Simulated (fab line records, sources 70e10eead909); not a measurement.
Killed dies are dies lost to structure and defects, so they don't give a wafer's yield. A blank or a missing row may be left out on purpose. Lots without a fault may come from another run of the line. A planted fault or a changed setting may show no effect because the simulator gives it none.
A struck lot beside a sound one | flow nand_harc | 39 steps out of a route of 1302
Sound: wafers L563.1, L563.4, L563.5. Struck: wafers L581.2, L581.6. (L581.3 of the same lot was not struck and is left out.) The cause comes at the end.
At each step with rows: each side's tool, then ch and its chambers, then its first start. Under that, the readings that differ: sound wafers | struck wafers | difference of the means | sigmas: that difference in standard deviations of wafers without a fault.
alike: readings whose means differ by less than 2 such deviations, and words and numbers that are the same on both sides. not compared: withheld readings, readings that some wafer has no value for, bounds like >300 that may hide the same value, and numbers for which the record gives no deviation and whose values overlap.
The two part at a step that has a row with sigmas, a row that says differs or no value, or rows on one side only. Numbers that don't overlap but have no deviation are shown without sigmas and don't part them. A reading that every wafer of one side lacks parts them only if that side has two wafers or more.

first, 10 steps without rows for these wafers: NHARC_A_CHANNEL_HOLE_D1_DEP_00 (deposits aC, target thk 3100 nm); NHARC_A_CHANNEL_HOLE_D1_DEP_01 (deposits SiON, target thk 140 nm); NHARC_A_CHANNEL_HOLE_D1_DEHYDRATE_02 (time 120 s); NHARC_A_CHANNEL_HOLE_D1_HMDS_03 (time 30 s); NHARC_A_CHANNEL_HOLE_D1_COAT_36 (time 75 s); NHARC_A_CHANNEL_HOLE_D1_COAT_37 (time 65 s); NHARC_A_CHANNEL_HOLE_D1_COAT_04 (resist thk 90 nm); NHARC_A_CHANNEL_HOLE_D1_SOFTBAKE_05 (time 55 s); NHARC_A_CHANNEL_HOLE_D1_EBR_06; NHARC_A_CHANNEL_HOLE_D1_EXPOSE_07 (exposes mask HOLE D1, target cd 100 nm).
NHARC_A_CHANNEL_HOLE_D1_PEB_08: peb time 65 s.
  sound on litho_track-01 ch 0, day 8 17:30; struck on litho_track-01 ch 0, day 16 11:23
  alike: resist_line_temp_C
then, 1 step without rows for these wafers: NHARC_A_CHANNEL_HOLE_D1_DEVELOP_09 (develop time 35 s).
NHARC_A_CHANNEL_HOLE_D1_CD_MEAS_10: target cd 100 nm.
  sound on cd_sem-03 ch 0, day 8 17:35; struck on cd_sem-01 ch 0, day 16 11:28
  reading    | sound           | struck      | difference | sigmas
  cd_nm (nm) | 100.3 99.7 99.5 | 114.3 114.6 | +14.6      | +34
NHARC_A_CHANNEL_HOLE_D1_DESCUM_15: chemistry O2, time 3 s.
  sound on rie_diel-08 ch 0,3, day 8 17:46; struck on rie_diel-04 ch 0,1, day 16 11:40
  reading                            | sound             | struck    | difference | sigmas
  model.A_CHANNEL_HOLE_D1.cd_nm (nm) | 99.86 99.31 99.66 | 114 114.2 | +14        |
  alike: chamber_pressure_mTorr, drypump_motor_current_A, oes_product_au, rf_vpp_V, showerhead_plenum_p_Torr, throttle_valve_pct
  not compared: rf_hours_counter_h
then, 4 steps without rows for these wafers: NHARC_A_CHANNEL_HOLE_D1_ETCH_38 (etches the open film in CF4, target depth 39 nm, time 65 s); NHARC_A_CHANNEL_HOLE_D1_ETCH_39 (etches the open film in N2/H2, target depth 260 nm, time 325 s); NHARC_A_CHANNEL_HOLE_D1_ETCH_34 (etches the open film in CF4/CHF3, target depth 154 nm, time 77 s); NHARC_A_CHANNEL_HOLE_D1_ETCH_16 (etches the open film in O2/COS, target depth 3100 nm, time 806 s).
NHARC_A_CHANNEL_HOLE_D1_CD_MEAS_18:
  sound on cd_sem-03, day 8 18:53; struck on cd_sem-03, day 16 12:46
  reading    | sound           | struck      | difference | sigmas
  cd_nm (nm) | 101.2 99.7 99.3 | 114.8 116.6 | +15.6      | +9
then, 12 steps without rows for these wafers: NHARC_A_CHANNEL_HOLE_D1_ETCH_19 (etches the open film in C4F8/O2/Ar, time 34.5 s); NHARC_A_CHANNEL_HOLE_D1_ETCH_20 (etches the open film in C4F8/O2/Ar, time 361.9 s, target depth 1600 nm); NHARC_A_CHANNEL_HOLE_D1_ETCH_21 (etches the open film in C4F8/O2/Ar, time 514.3 s, target depth 1600 nm); NHARC_A_CHANNEL_HOLE_D1_ETCH_22 (etches the open film in C4F8/O2/Ar, time 666.7 s, target depth 1600 nm); NHARC_A_CHANNEL_HOLE_D1_ETCH_23 (etches the open film in C4F8/O2/Ar, time 819 s, target depth 1600 nm); NHARC_A_CHANNEL_HOLE_D1_ETCH_24 (etches the open film in C4F8/O2/Ar, time 906.2 s, target depth 1500 nm); NHARC_A_CHANNEL_HOLE_D1_ETCH_25 (etches the open film in C4F8/O2/Ar, time 1040.2 s, target depth 1500 nm); NHARC_A_CHANNEL_HOLE_D1_ETCH_26 (etches the open film in C4F8/O2/Ar, time 224.1 s, target depth 300 nm); NHARC_A_CHANNEL_HOLE_D1_ETCH_33 (etches the open film in C4F8/O2/Ar, time 90 s, target depth 400 nm); NHARC_A_CHANNEL_HOLE_D1_STRIP_41 (strips in N2/H2); NHARC_A_CHANNEL_HOLE_D1_STRIP_42 (strips in CF4/CHF3); NHARC_A_CHANNEL_HOLE_D1_STRIP_43 (strips in O2/COS).
NHARC_A_CHANNEL_HOLE_D1_ETCH_44: etches the open film in CF4/O2, target depth 140 nm, overetch 14 nm, time 77 s.
  sound on rie_diel-10 ch 1,2,3, day 8 23:43; struck on rie_diel-08 ch 0,1, day 16 17:34
  reading                            | sound             | struck      | difference | sigmas
  model.A_CHANNEL_HOLE_D1.cd_nm (nm) | 89.96 88.42 90.29 | 102.9 104.8 | +14.3      |
  alike: chamber_pressure_mTorr, drypump_motor_current_A, oes_o_777_au, oes_product_au, rf_vpp_V, showerhead_plenum_p_Torr, throttle_valve_pct
  not compared: rf_hours_counter_h
then, 3 steps without rows for these wafers: NHARC_A_CHANNEL_HOLE_D1_STRIP_27 (strips in O2); NHARC_A_CHANNEL_HOLE_D1_PRECLEAN_28 (cleans in SC1); NHARC_A_CHANNEL_HOLE_D1_SRD_29.
NHARC_A_CHANNEL_HOLE_D1_CD_MEAS_30:
  sound on cd_sem-03, day 9 00:32; struck on cd_sem-03, day 16 18:21
  reading    | sound          | struck      | difference | sigmas
  cd_nm (nm) | 89.5 88.0 89.5 | 103.3 104.4 | +14.8      | +15
NHARC_A_CHANNEL_HOLE_D1_XSEM_31:
  sound on xsem-01 ch 0, day 9 00:37; struck on xsem-02 ch 0, day 16 18:26
  reading        | sound          | struck    | difference | sigmas
  bot_cd_nm (nm) | 74.3 73.1 74.2 | 88.5 89.9 | +15.3      | +14
  bow_nm (nm)    | 8.11 8.13 8.12 | 8.86 8.90 | +0.76      | +3
  alike: tilt_deg
-- the record jumps here: 16 days lie between the struck wafers' starts before and after (it left off in module A_CHANNEL_HOLE_D1 and takes up again in module END, whose first step shown is number 1301 of the route) --
NHARC_END_WLT_00:
  sound on prober-02, day 25 01:49; struck on prober-01, day 33 05:23
  reading                           | sound             | struck      | difference | sigmas
  VT_DECK1_BOTTOM                   | 0.861 0.852 0.861 | 0.907 0.914 | +0.053     | +7
  VT_DECK1_BOTTOM_INNER             | 0.863 0.858 0.868 | 0.902 0.905 | +0.040     | +5
  VT_DECK1_MEDIAN_NEAR_BOTTOM       | 0.859 0.871 0.871 | 0.906 0.903 | +0.038     | +5
  VT_DECK1_MEDIAN_NEAR_BOTTOM_INNER | 0.859 0.867 0.863 | 0.908 0.910 | +0.046     | +6
  VT_DECK1_MIDDLE                   | 0.877 0.874 0.881 | 0.913 0.919 | +0.039     | +5
  VT_DECK1_MIDDLE_INNER             | 0.874 0.880 0.875 | 0.915 0.910 | +0.036     | +5
  VT_DECK1_TOP                      | 0.895 0.877 0.891 | 0.927 0.920 | +0.036     | +5
  VT_DECK1_TOP_INNER                | 0.888 0.883 0.888 | 0.922 0.933 | +0.041     | +6
  VT_DECK2_MIDDLE_INNER             | 0.893 0.892 0.896 | 0.876 0.878 | -0.017     | -2
  alike: VT_DECK2_BOTTOM, VT_DECK2_BOTTOM_INNER, VT_DECK2_MEDIAN_NEAR_BOTTOM, VT_DECK2_MEDIAN_NEAR_BOTTOM_INNER, VT_DECK2_MIDDLE, VT_DECK2_TOP, VT_DECK2_TOP_INNER
NHARC_END_SORT_01:
  the record has rows for the struck wafers here (prober-01 ch 0, day 33 08:41) and none for the sound ones

WHERE THEY PART
First at NHARC_A_CHANNEL_HOLE_D1_CD_MEAS_10; last, within this record, at NHARC_END_SORT_01.

WHY: what the simulator had put in
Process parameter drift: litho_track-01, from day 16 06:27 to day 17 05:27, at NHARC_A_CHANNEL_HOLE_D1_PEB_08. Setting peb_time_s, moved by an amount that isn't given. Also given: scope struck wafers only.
